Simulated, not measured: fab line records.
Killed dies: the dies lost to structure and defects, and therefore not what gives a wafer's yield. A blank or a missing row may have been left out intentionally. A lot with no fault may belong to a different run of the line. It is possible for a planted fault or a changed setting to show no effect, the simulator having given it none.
fab line records + flow n5Finfet
record
- lots=3
- wafers=9
- lastDay=17
route steps=1938 shown MOL_CONTACT_COAG@547 BEOL_M4@1111
lots untouched by any fault: they come from a run of this same line in which no faults occurred
startH: the number of hours between the record's first day and the start of the first shown wafer of the lot + waitH: hours elapsed since this lot's preceding step + " same as the row above + L1.1+2: several wafers, shown together as one row + - no value present, or no start provided + * or withheld: withheld + < > ~ a bound
route shown NAME@n: names a module that has steps shown in the file, with the first one's number in the route + usual: mean/standard deviation taken from wafers without a fault + same: alike in all rows + chamber/n: place in a boat + sites: the reading at each site + _std_site: standard deviation across them + _edge_site: the outer-site mean with the inner-site mean subtracted + radiusMm: how far each site lies from the wafer's centre + mask NAME#n: copy n + behind: the tool/chamber that last shaped the wafer + hold: the reason the lot was held/the length of the hold in hours/how it ended + device: transistor that didn't switch, given as n, p or np + end of line: the tests these same wafers got at the end of their route + where a step has no rows: the recipe by itself + killed: dies that structure and defects cost at the first sort, which is not the same as the wafer's yield + map: dies across one wafer; x = killed, . = not, _ = none there
set.NAME: the run value of the setting; set.NAME@STEP: its run value at that earlier step + model.NAME: the simulator's own value behind a step, which no gauge read
lots at some steps of the route; a table a step, a row a wafer
services: a tool's chamber out of use, with start hour (startH, from the record's first day; less than 0 if before it), hours out, and reason
## steps
# step N5_MOL_CONTACT_COAG_SPUTTER_143
# recipe
- material=Co
- targetThkA=25
- tempC=25
- chamberPressurePa=0.2
# step N5_MOL_CONTACT_COAG_CO_FILL_22
# recipe
- material=Co
- targetThkA=200
- tempC=200
- precursor=CCTBA/H2
- pressureTorr=30
# step N5_MOL_CONTACT_COAG_ANNEAL_113
# recipe
- tempC=400
- timeS=300
- ambient=H2/N2
# step N5_MOL_CONTACT_COAG_PRE_CLEAN_142
# recipe
- gas=H2/He
- timeS=60
- tempC=300
# step N5_MOL_CONTACT_COAG_SPUTTER_130
# recipe
- material=Co
- targetThkA=475
- tempC=25
- chamberPressurePa=0.5
- powerW=3000
# step N5_MOL_CONTACT_COAG_PRECLEAN_125
# recipe
- chemistry=DIW
- timeS=57.5
- tempC=23
# step N5_MOL_CONTACT_COAG_SRD_126
# recipe
- dryTimeS=32
- dry=n2Spin
- spinRpm=1500
# step N5_MOL_CONTACT_COAG_CMP_23
# recipe
- stopOn=SiO2
- tOverpolishS=1.5
- postCmpClean=cuAlkaline
- downForcePsi=2
- platenRpm=50.289
- padVelocityMS=1.0006
- targetThkNm=0
# step N5_MOL_CONTACT_COAG_WET_ETCH_26
# recipe
- target=Co
- targetDepthNm=13
# step N5_MOL_CONTACT_COAG_WET_ETCH_116
# recipe
- chemistry=SC1-inhibited
- targetDepthNm=4.6
- dry=ipaMarangoni
- rinseTimeS=30
- rinseTempC=23
# step N5_MOL_CONTACT_COAG_ALD_27
# recipe
- material=SiOC
- targetThkA=170
- tempC=400
- aldPrecursorFamily=carbosiloxane
- aldCoReactant=H2-plasma
- pulseTimeS=1.5
- timeS=2720
- purgeTimeS=2
- coReactantPurgeTimeS=2
- aldCycles=340
- pressureTorr=2
# usual
- heaterPowerW=845/100
- precursorPulseHeightRel=1.002/0.021
- runLengthS=2769.6/0.54
- timeS=2720/0
| lot.wafer | tool      | chamber | startH | waitH | heaterPowerW | precursorPulseHeightRel | runLengthS | timeS  | model.SiOC_of_MOL_CONTACT_COAG_ALD_27.thkNm |
|-----------|-----------|---------|--------|-------|--------------|-------------------------|------------|--------|---------------------------------------------|
| L233.3    | aldSin-01 | 0       | 169.56 | 0.0   | 831          | 0.998                   | 2119.2     | 2069.4 | 13                                          |
| L233.4    | "         | 2       | "      | "     | 923          | 0.966                   | 2769.3     | 2720   | 17                                          |
| L233.6    | "         | 2       | "      | "     | 951          | 1.045                   | 2768.9     | 2720   | 17                                          |
| L242.1    | aldSin-04 | 2       | 222.98 | 0.0   | 980          | 0.973                   | 2769.5     | 2720   | 17                                          |
| L242.3    | "         | 0       | "      | "     | 902          | 0.998                   | 2769.9     | 2720   | 17                                          |
| L242.6    | "         | 2       | "      | "     | 976          | 1.018                   | 2769.4     | 2720   | 17                                          |
| L243.2    | aldSin-01 | 2       | 229.13 | 0.0   | 975          | 1.012                   | 2769.3     | 2720   | 17                                          |
| L243.3    | "         | 3       | "      | "     | 771          | 1.047                   | 2769.9     | 2720   | 17                                          |
| L243.6    | "         | 1       | "      | "     | 705          | 0.989                   | 2768.6     | 2720   | 17                                          |
# step N5_MOL_CONTACT_COAG_CMP_28
# recipe
- stopOn=SiNx
- tOverpolishS=0.85
- postCmpClean=alkalineBrush
- downForcePsi=4.15
- platenRpm=51.8
- padVelocityMS=1.0307
- targetThkNm=14.522
# step N5_MOL_CONTACT_COAG_ALD_123
# recipe
- material=SiNx
- targetThkA=50
- tempC=400
- aldPrecursorFamily=SiH2I2
- aldCoReactant=N2/H2-plasma
- pulseTimeS=1
- purgeTimeS=2
- coReactantPurgeTimeS=2
- aldCycles=100
- pressureTorr=2
# step N5_MOL_CONTACT_COAG_PECVD_31
# recipe
- material=SiO2
- targetThkA=460
- tempC=400
- precursor=TEOS/O2
- pressureTorr=6.5
- rfW=withheld
- teosFlowSccm=withheld
- gas=O2
- flowSccm=2650
- timeS=8.9
# step N5_MOL_CONTACT_COAG_COAT_75
# recipe
- resist=SOC
- tempC=250
- timeS=60
- spinRpm=1500
- resistThkNm=60
# step N5_MOL_CONTACT_COAG_COAT_76
# recipe
- resist=SiARC
- tempC=220
- timeS=60
- spinRpm=1500
- resistThkNm=10
# step N5_MOL_CONTACT_COAG_COAT_77
# recipe
- resist=underlayer
- tempC=205
- timeS=60
- spinRpm=1500
- resistThkNm=10
# step N5_MOL_CONTACT_COAG_COAT_78
# recipe
- resist=CAR-EUV
- spinRpm=1500
- resistThkNm=40
# step N5_MOL_CONTACT_COAG_EBR_80
# recipe
- solvent=PGMEA
- ebrWidthMm=1.5
# step N5_MOL_CONTACT_COAG_SOFTBAKE_79
# recipe
- tempC=110
- timeS=60
- resist=CAR-EUV
# step N5_MOL_CONTACT_COAG_EXPOSE_81
# recipe
- maskId=VG
- na=0.33
- sourceShape=annular
- sigmaInner=0.3
- sigmaOuter=0.7
- polarization=unpolarized
- defocusNm=0
- doseMj=59.5
# step N5_MOL_CONTACT_COAG_PEB_82
# recipe
- pebTempC=100
- pebTimeS=60
- resist=CAR-EUV
# step N5_MOL_CONTACT_COAG_DEVELOP_83
# recipe
- developTimeS=30
- developer=TMAH
- resist=CAR-EUV
- rinseLiquid=surfactantRinse
- dry=airSpin
- devTempC=23
# step N5_MOL_CONTACT_COAG_DESCUM_88
# recipe
- chemistry=O2
- timeS=7
- sourcePowerW=50
- biasPowerW=20
- pressureMtorr=20
- rfFrequencyHz=2.712e+07
- tempC=40
- resist=CAR-EUV
- o2FlowSccm=225
# step N5_MOL_CONTACT_COAG_ETCH_89
# recipe
- chemistry=N2/H2
- target=underlayer
- targetDepthA=130
- maskMaterial=CAR-EUV
- timeS=10.4
- ionEnergyEv=200
- pressureMtorr=30
- sourceW=840
- biasW=150
- n2FlowSccm=200
- h2FlowSccm=200
- ends=cleared
# step N5_MOL_CONTACT_COAG_ETCH_90
# recipe
- chemistry=CF4
- target=SiARC
- targetDepthA=130
- maskMaterial=CAR-EUV
- timeS=21.7
- ionEnergyEv=80
- pressureMtorr=40
- sourceW=545
- biasW=36
- Ar_flow_sccm=100
- cf4FlowSccm=100
- ends=cleared
# step N5_MOL_CONTACT_COAG_ALD_131
# recipe
- material=SiO2
- targetThkA=50
- tempC=100
- aldPrecursorFamily=BDEAS
- aldCoReactant=O2-plasma
- pulseTimeS=1
- coReactantPulseTimeS=1
- purgeTimeS=2
- coReactantPurgeTimeS=2
- aldCycles=35
- pressureTorr=2
# step N5_MOL_CONTACT_COAG_ETCHBACK_132
# recipe
- chemistry=CHF3
- target=SiO2
- targetDepthA=100
- timeS=6.7
- ionEnergyEv=200
- pressureMtorr=30
- sourceW=610
- biasW=170
- Ar_flow_sccm=200
- CHF3_flow_sccm=50
# step N5_MOL_CONTACT_COAG_ETCH_91
# recipe
- chemistry=N2/H2
- target=SOC
- targetDepthA=600
- overetchA=210
- maskMaterial=SiARC
- tempC=40
- timeS=101.2
- ionEnergyEv=200
- pressureMtorr=30
- sourceW=840
- biasW=150
- n2FlowSccm=200
- h2FlowSccm=200
# step N5_MOL_CONTACT_COAG_STRIP_92
# recipe
- chemistry=N2/H2
- tempC=40
- n2FlowSccm=200
- h2FlowSccm=200
- rfFrequencyHz=6e+07
# step N5_MOL_CONTACT_COAG_STRIP_93
# recipe
- chemistry=N2/H2
- tempC=40
- n2FlowSccm=200
- h2FlowSccm=200
- rfFrequencyHz=6e+07
# step N5_MOL_CONTACT_COAG_ETCHBACK_135
# recipe
- chemistry=CHF3
- target=SiO2
- targetDepthA=250
- timeS=16.7
- ionEnergyEv=200
- pressureMtorr=30
- sourceW=610
- biasW=170
- Ar_flow_sccm=200
- CHF3_flow_sccm=50
# step N5_MOL_CONTACT_COAG_STRIP_118
# recipe
- chemistry=CHF3
- resist=SiARC
- rfFrequencyHz=6e+07
# step N5_MOL_CONTACT_COAG_VIA_ETCH_46
# recipe
- chemistry=C4F6/O2
- targetDepthA=460
- overetchA=92
- maskMaterial=SOC
- target=SiO2
- biasW=455
- pressureMtorr=10
- timeS=40
- sourceW=325
- Ar_flow_sccm=300
- C4F6_flow_sccm=10
- O2_flow_sccm=10
- ionEnergyEv=575.3
- ends=endPoint
# step N5_MOL_CONTACT_COAG_STRIP_96
# recipe
- chemistry=N2/H2
- powerW=500
- tempC=40
- pressureMtorr=50
- rfFrequencyHz=6e+07
- overashFraction=0.3
- biasPowerW=28
- h2Frac=0.5
- n2FlowSccm=300
- h2FlowSccm=300
# step N5_MOL_CONTACT_COAG_ETCH_47
# recipe
- chemistry=CH3F/O2
- target=SiNx
- targetDepthA=270
- maskMaterial=SiO2
- stopOn=W
- overEtchFrac=0.2
- ionEnergyEv=120
- endpoint=OES-CN
- pressureMtorr=30
- sourceW=395
- biasW=73
- Ar_flow_sccm=150
- CH3F_flow_sccm=30
- O2_flow_sccm=20
- ends=endPoint
# step N5_MOL_CONTACT_COAG_ETCH_124
# recipe
- chemistry=CH3F/O2
- target=SiNx
- targetDepthA=65
- maskMaterial=SOC
- stopOn=SiOC
- overEtchFrac=0.3
- ionEnergyEv=120
- pressureMtorr=30
- sourceW=395
- biasW=73
- Ar_flow_sccm=150
- CH3F_flow_sccm=30
- O2_flow_sccm=20
- ends=endPoint
# usual
- O2_flow_sccm=20.00/0.064
- drypumpMotorCurrentA=5.7/0.41
- oes_f_703_au=0.75/0.058
- oesProductAu=0.64/0.052
- rfVppV=297/4.2
- showerheadPlenumPTorr=2.01/0.079
- throttleValvePct=16.39/0.15
| lot.wafer | tool       | chamber | startH | waitH | O2_flow_sccm | drypumpMotorCurrentA | oes_f_703_au | oesProductAu | rfHoursCounterH | rfVppV | showerheadPlenumPTorr | throttleValvePct | model.SiOC_of_MOL_CONTACT_COAG_ALD_27.thkNm |
|-----------|------------|---------|--------|-------|--------------|----------------------|--------------|--------------|-----------------|--------|-----------------------|------------------|---------------------------------------------|
| L233.3    | rieDiel-05 | 2       | 175.18 | 0.0   | 19.95        | 5.5                  | 0.68         | 0.60         | 239             | 303    | 1.90                  | 16.47            | 13                                          |
| L233.4    | "          | 3       | "      | "     | 19.83        | 5.1                  | 0.73         | 0.63         | 202             | 291    | 1.99                  | 16.44            | 14.6                                        |
| L233.6    | "          | 0       | "      | "     | 19.95        | 5.3                  | 0.76         | 0.65         | -               | 293    | 1.84                  | 16.58            | 13.2                                        |
| L242.1    | rieDiel-01 | 1       | 229.94 | 0.0   | 20.06        | 6.1                  | 0.71         | 0.61         | 213             | 291    | 1.97                  | 16.55            | 13.8                                        |
| L242.3    | "          | 2       | "      | "     | 20.07        | 6.3                  | 0.69         | 0.58         | 249             | 298    | 2.05                  | 16.40            | 14.2                                        |
| L242.6    | "          | 0       | "      | "     | 20.01        | 5.5                  | 0.77         | 0.67         | -               | 293    | 2.01                  | 16.14            | 13                                          |
| L243.2    | rieDiel-01 | 2       | 233.84 | 0.0   | 20.02        | 6.3                  | 0.69         | 0.57         | 250             | 299    | 2.05                  | 16.41            | 14.8                                        |
| L243.3    | "          | 1       | "      | "     | 20.03        | 6.1                  | 0.71         | 0.61         | 214             | 290    | 1.97                  | 16.56            | 12.4                                        |
| L243.6    | "          | 3       | "      | "     | 19.95        | 5.3                  | 0.71         | 0.60         | -               | 299    | 1.98                  | 16.41            | 14.4                                        |
# step N5_MOL_CONTACT_COAG_ETCH_48
# recipe
- chemistry=C4F6/O2
- targetDepthA=150
- overetchA=45
- maskMaterial=SOC
- target=SiOC
- biasW=465
- pressureMtorr=10
- timeS=17
- sourceW=335
- Ar_flow_sccm=300
- C4F6_flow_sccm=10
- O2_flow_sccm=10
- ionEnergyEv=576
# usual
- O2_flow_sccm=10.00/0.032
- drypumpMotorCurrentA=5.7/0.41
- oes_f_703_au=0.75/0.058
- oesProductAu=0.63/0.062
- rfVppV=1585/21
- showerheadPlenumPTorr=2.85/0.11
- throttleValvePct=40.7/0.36
# same
- timeS=17
| lot.wafer | tool       | chamber | startH | waitH | O2_flow_sccm | drypumpMotorCurrentA | oes_f_703_au | oesProductAu | rfHoursCounterH | rfVppV | showerheadPlenumPTorr | throttleValvePct | model.etch.depthNm |
|-----------|------------|---------|--------|-------|--------------|----------------------|--------------|--------------|-----------------|--------|-----------------------|------------------|--------------------|
| L233.3    | rieDiel-05 | 2       | 175.22 | 0.0   | 9.92         | 5.4                  | 0.69         | 0.55         | 239             | 1612   | 2.71                  | 40.8             | 12.98              |
| L233.4    | "          | 3       | "      | "     | 9.95         | 5.1                  | 0.72         | 0.62         | 202             | 1555   | 2.83                  | 41.0             | 14.62              |
| L233.6    | "          | 0       | "      | "     | 10.00        | 5.3                  | 0.75         | 0.60         | -               | 1567   | 2.62                  | 41.1             | 13.11              |
| L242.1    | rieDiel-01 | 1       | 229.98 | 0.0   | 10.03        | 6.1                  | 0.70         | 0.58         | 213             | 1548   | 2.80                  | 40.3             | 13.74              |
| L242.3    | "          | 2       | "      | "     | 9.98         | 6.3                  | 0.69         | 0.55         | 249             | 1591   | 2.90                  | 40.3             | 14.14              |
| L242.6    | "          | 0       | "      | "     | 9.99         | 5.4                  | 0.78         | 0.62         | -               | 1575   | 2.86                  | 40.5             | 12.96              |
| L243.2    | rieDiel-01 | 2       | 233.88 | 0.0   | 9.99         | 6.4                  | 0.69         | 0.57         | 250             | 1590   | 2.90                  | 40.3             | 14.77              |
| L243.3    | "          | 1       | "      | "     | 9.99         | 6.2                  | 0.71         | 0.55         | 214             | 1548   | 2.80                  | 40.3             | 12.32              |
| L243.6    | "          | 3       | "      | "     | 10.02        | 5.3                  | 0.70         | 0.59         | -               | 1598   | 2.81                  | 40.5             | 14.37              |
# step N5_BEOL_M4_RC_MEAS_101
# usual
- DIBL_N=35.9/1.4
- DIBL_P=35.9/1.7
- IOFF_N=0.160/0.026
- IOFF_P=0.21/0.036
- ION_N=672/11
- ION_P=461/8.1
- SS_N=71.4/0.54
- SS_P=73.2/0.67
- VT_N=249.3/2.7
- VT_P=-250/3.9
| lot.wafer | tool      | chamber | startH | waitH | DIBL_N[mV/V] | DIBL_P[mV/V] | IOFF_N[nA/um] | IOFF_P[nA/um] | ION_N[uA/um] | ION_P[uA/um] | SS_N[mV/dec] | SS_P[mV/dec] | VT_N[mV] | VT_P[mV] |
|-----------|-----------|---------|--------|-------|--------------|--------------|---------------|---------------|--------------|--------------|--------------|--------------|----------|----------|
| L233.3    | prober-02 | 0       | 250.35 | 0.3   | 38.5         | 39.2         | 0.206         | 0.25          | 698          | 473          | 72.6         | 73.8         | 246.2    | -249     |
| L233.4    | "         | 0       | "      | "     | 34.6         | 34.6         | 0.135         | 0.18          | 671          | 457          | 71.3         | 72.2         | 251.0    | -253     |
| L233.6    | "         | 0       | "      | "     | 36.9         | 37.0         | 0.165         | 0.21          | 685          | 468          | 71.8         | 72.7         | 248.2    | -251     |
| L242.1    | prober-02 | 0       | 291.59 | 0.0   | 37.4         | 37.5         | 0.186         | 0.24          | 686          | 467          | 71.7         | 73.2         | 244.6    | -249     |
| L242.3    | "         | 0       | "      | "     | 36.3         | 35.5         | 0.146         | 0.21          | 669          | 461          | 71.2         | 72.5         | 250.1    | -248     |
| L242.6    | "         | 0       | "      | "     | 37.3         | 36.0         | 0.164         | 0.21          | 661          | 456          | 71.2         | 73.2         | 250.7    | -252     |
| L243.2    | prober-01 | 0       | 309.85 | 0.2   | 34.5         | 35.1         | 0.159         | 0.19          | 681          | 463          | 71.0         | 73.0         | 249.1    | -252     |
| L243.3    | "         | 0       | "      | "     | 35.1         | 37.1         | 0.174         | 0.22          | 690          | 470          | 71.7         | 73.1         | 246.4    | -252     |
| L243.6    | "         | 0       | "      | "     | 34.4         | 35.6         | 0.158         | 0.20          | 682          | 466          | 71.4         | 72.7         | 248.8    | -251     |
## services
| tool       | chamber | startH | hours | kind                         |
|------------|---------|--------|-------|------------------------------|
| aldSin-04  | -       | 176.75 | 14.0  | pm                           |
| aldSin-04  | 0       | 176.75 | 14.0  | ventCycle                    |
| aldSin-04  | 1       | 176.75 | 14.0  | ventCycle                    |
| aldSin-04  | 2       | 176.75 | 14.0  | ventCycle                    |
| aldSin-04  | 3       | 176.75 | 14.0  | ventCycle                    |
| aldSin-04  | 0       | 190.75 | -     | clean                        |
| aldSin-04  | 1       | 190.75 | -     | clean                        |
| aldSin-04  | 2       | 190.75 | -     | clean                        |
| aldSin-04  | 3       | 190.75 | -     | clean                        |
| rieDiel-05 | 2       | 204.27 | -     | clean                        |
| rieDiel-05 | 2       | 204.27 | -     | consumableReplace:focusRing  |
| rieDiel-05 | 2       | 204.27 | -     | consumableReplace:showerhead |
| rieDiel-05 | 2       | 204.27 | 26.8  | scheduledDown                |
| rieDiel-05 | 2       | 204.27 | 26.8  | ventCycle                    |
| aldSin-01  | 1       | 204.48 | 3.9   | repair                       |
| aldSin-04  | 3       | 217.49 | 9.3   | repair                       |
| rieDiel-05 | 1       | 221.26 | 6.6   | repair                       |
## key
firstSign
- step=N5_MOL_CONTACT_COAG_ALD_27
- reading=timeS
- direction=down
- sigmas=99+
- usual=*
- struck=*
effect
- step=N5_MOL_CONTACT_COAG_ALD_27
- reading=runLengthS
- direction=down
- sigmas=99+
- usual=*
- struck=*
modelEffect
- step=N5_MOL_CONTACT_COAG_ALD_27
- value=SiOC_of_MOL_CONTACT_COAG_ALD_27.thkNm
- without=17
- struck=13
modelEffect
- step=N5_MOL_CONTACT_COAG_ETCH_124
- value=SiOC_of_MOL_CONTACT_COAG_ALD_27.thkNm
- without=16
- struck=13
modelEffect
- step=N5_MOL_CONTACT_COAG_ETCH_48
- value=etch.depthNm
- without=16
- struck=12.98
metAt N5_MOL_CONTACT_COAG_ALD_27
struckWafers L233.3
fault
- kind=processParameterDrift
- tool=aldSin-01
- chamber=0
- onsetH=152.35
- steps=N5_MOL_CONTACT_COAG_ALD_27
- channel=timeS
- offset=*
- shape=step
- endH=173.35
- stated=*
